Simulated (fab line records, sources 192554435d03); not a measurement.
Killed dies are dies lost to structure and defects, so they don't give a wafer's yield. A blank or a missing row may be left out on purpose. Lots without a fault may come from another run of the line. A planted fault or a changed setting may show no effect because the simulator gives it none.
Split-lot experiment | flow n5_finfet | 7 lots, 21 wafers read, on a route of 1938 steps

THE SPLIT
At N5_SD_EPI_N_EPI_21 (deposits Si:P, time 690 s), the setting time_s was moved away from the recipe's 690 s on 6 of the 21 wafers read, by -13.3% to +13.9%. The other wafers ran this setting at the recipe's value.

FROM THE SPLIT TO THE READING: what the file shows between them, 7 steps
- N5_SD_EPI_N_EPI_MEAS_23
- N5_SD_EPI_P_EPI_21: deposits SiGe:B, time 355 s (also split here: time_s)
- N5_SD_EPI_P_EPI_MEAS_23
- N5_SD_EPI_P_HM_STRIP_48: strips SiNx in H3PO4, material SiNx, target depth 3 nm
- N5_SD_EPI_P_SRD_49: time 30 s
- N5_SD_ACTIVATION_RTA_00: time 0 s
- N5_SD_ACTIVATION_LSA_01: time 0.0008 s

THE READING
RS_SD_N, in ohm/sq, at N5_SD_ACTIVATION_RS_MEAS_03 (measures by four-point-probe). Fault-free wafers of this fab line usually give 21.92 ohm/sq, standard deviation 0.26 ohm/sq.

wafer  | tool, chamber at the split | time_s as run, s | against the recipe | RS_SD_N, ohm/sq | against lot-mates on the recipe
L075.1 | epi_rpcvd-03, 0            | 690              | recipe             | 21.96           | -
L075.3 | epi_rpcvd-03, 0            | 786.1            | +13.9%             | 20.06           | -1.82
L075.5 | epi_rpcvd-03, 0            | 690              | recipe             | 21.80           | -
L082.1 | epi_rpcvd-03, 0            | 690              | recipe             | 22.18           | -
L082.2 | epi_rpcvd-03, 0            | 690              | recipe             | 21.61           | -
L082.6 | epi_rpcvd-03, 0            | 690              | recipe             | 21.52           | -
L083.1 | epi_rpcvd-03, 0            | 690              | recipe             | 22.08           | -
L083.3 | epi_rpcvd-03, 0            | 690              | recipe             | 21.98           | -
L083.4 | epi_rpcvd-03, 0            | 690              | recipe             | 21.87           | -
L087.1 | epi_rpcvd-04, 0            | 598.2            | -13.3%             | 24.31           | +2.22
L087.2 | epi_rpcvd-04, 0            | 598.2            | -13.3%             | 24.32           | +2.23
L087.4 | epi_rpcvd-04, 0            | 690              | recipe             | 22.09           | -
L093.3 | epi_rpcvd-04, 0            | 690              | recipe             | 21.84           | -
L093.5 | epi_rpcvd-04, 0            | 617.7            | -10.5%             | 23.44           | +1.60
L093.6 | epi_rpcvd-04, 0            | 617.7            | -10.5%             | 23.35           | +1.51
L095.2 | epi_rpcvd-02, 0            | 690              | recipe             | 22.07           | -
L095.4 | epi_rpcvd-02, 0            | 690              | recipe             | 22.30           | -
L095.6 | epi_rpcvd-02, 0            | 690              | recipe             | 22.19           | -
L096.1 | epi_rpcvd-03, 0            | 752              | +9.0%              | 20.41           | -1.46
L096.3 | epi_rpcvd-03, 0            | 690              | recipe             | 21.71           | -
L096.6 | epi_rpcvd-03, 0            | 690              | recipe             | 22.02           | -

THE FIT
A straight line over all 21 wafers: RS_SD_N changes by -0.157 ohm/sq for each +1% of time_s; r = -0.98; the points scatter about the line by 0.23 ohm/sq.
The same after taking each lot's own level away (the mean of its wafers on the recipe; 21 wafers): -0.153 ohm/sq for each +1%; r = -0.99; scatter 0.17 ohm/sq.
On that fit, the largest move of time_s shifts the reading by 2.1 ohm/sq.
The lots' own levels span 21.770 to 22.187 ohm/sq, that is 1.6 times the standard deviation above.
So the lot-to-lot level changes the slope little: the two slopes agree.
Check: with one of the wafers moved furthest among these (+13.9%) left out of the fit, the line predicts -2.24 ohm/sq for it against its lot-mates. It came out at -1.82 ohm/sq against them.

OTHER SPLITS ON THESE WAFERS
These wafers also went through other splits before the reading. Each is held against what the fit with the lots' levels taken away leaves over:
other split on the same wafers     | wafers away from the commonest value | r with RS_SD_N (lot level and that fit taken away)
N5_WELL_APT_COAT_02 spin_rpm       | 8                                    | -0.25
N5_DUMMY_GATE_HM_DEP_06 time_s     | 9                                    | -0.06
N5_DUMMY_GATE_EXPOSE_12 dose_mj    | 6                                    | +0.30
N5_SD_EPI_N_ETCH_16 target_depth_a | 5                                    | -0.09
N5_SD_EPI_P_EPI_21 time_s          | 8                                    | +0.12

THE WHOLE CHAIN: every reading that the file lists as answering this split, in the file's order
step                        | what it does                 | reading                                                                         | change (the file's fit)               | r (the file's)
N5_SD_EPI_N_EPI_21          | deposits Si:P, time 690 s    | Si-P_of_SD_EPI_N_EPI_21.thk_nm (the simulator's own value, which no gauge read) | +0.393 nm for each +1% of the setting | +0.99
N5_SD_EPI_N_EPI_MEAS_23     |                              | thk_nm                                                                          | withheld for each +1% of the setting  | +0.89
N5_SD_ACTIVATION_RS_MEAS_03 | measures by four-point-probe | RS_SD_N                                                                         | -0.15 for each +1% of the setting     | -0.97

THE FILE'S OWN FIT
RS_SD_N changes by -0.15 ohm/sq for each +1% of time_s, r = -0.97.
